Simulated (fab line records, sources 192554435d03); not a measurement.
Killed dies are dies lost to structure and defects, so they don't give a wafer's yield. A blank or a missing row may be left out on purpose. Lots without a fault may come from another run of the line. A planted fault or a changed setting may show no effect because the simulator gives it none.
Chamber matching | flow n5_finfet | N5_BEOL_M2_STRIP_66 on rie_diel-06: 4 sister chambers
The step strips in CF4. 4 wafers are shown with their chamber, then 11 later ones without.

WAFERS WITH THEIR CHAMBER
wafer  | chamber | showerhead_plenum_p_Torr (Torr)
L086.5 | 2       | 1.72
L086.6 | 3       | 1.70
L088.5 | 0       | 1.79
L087.1 | 1       | 1.89

WAFERS WITHOUT THEIR CHAMBER
wafer  | showerhead_plenum_p_Torr (Torr)
L087.2 | 1.70
L087.3 | 1.79
L089.1 | 1.79
L089.4 | 1.89
L089.6 | 1.70
L091.1 | 1.72
L091.2 | 1.79
L091.3 | 1.89
L095.2 | 1.72
L095.4 | 1.78
L095.5 | 1.89

WHICH CHAMBER EACH WENT THROUGH
wafer  | from the rows above | in truth
L087.2 | 3                   | 3
L087.3 | 0                   | 0
L089.1 | 0                   | 0
L089.4 | 1                   | 1
L089.6 | 3                   | 3
L091.1 | 2                   | 2
L091.2 | 0                   | 0
L091.3 | 1                   | 1
L095.2 | 2                   | 2
L095.4 | 0                   | 0
L095.5 | 1                   | 1
Placed correctly: 11 of 11. Can't be placed from these rows: 0. Placed wrongly: 0.
How it was worked out, from the rows above alone: a wafer's distance from a chamber is the root of the sum, over the readings, of the square of ((its reading less the chamber's mean) divided by the reading's scatter). The wafer belongs to the nearest chamber; if the next one is less than 2 further off, it can't be placed. A chamber's mean is the mean of its shown wafers. The scatter: with one shown wafer a chamber, the root of the mean of the squares of how far each hidden wafer lies from its nearest shown one.
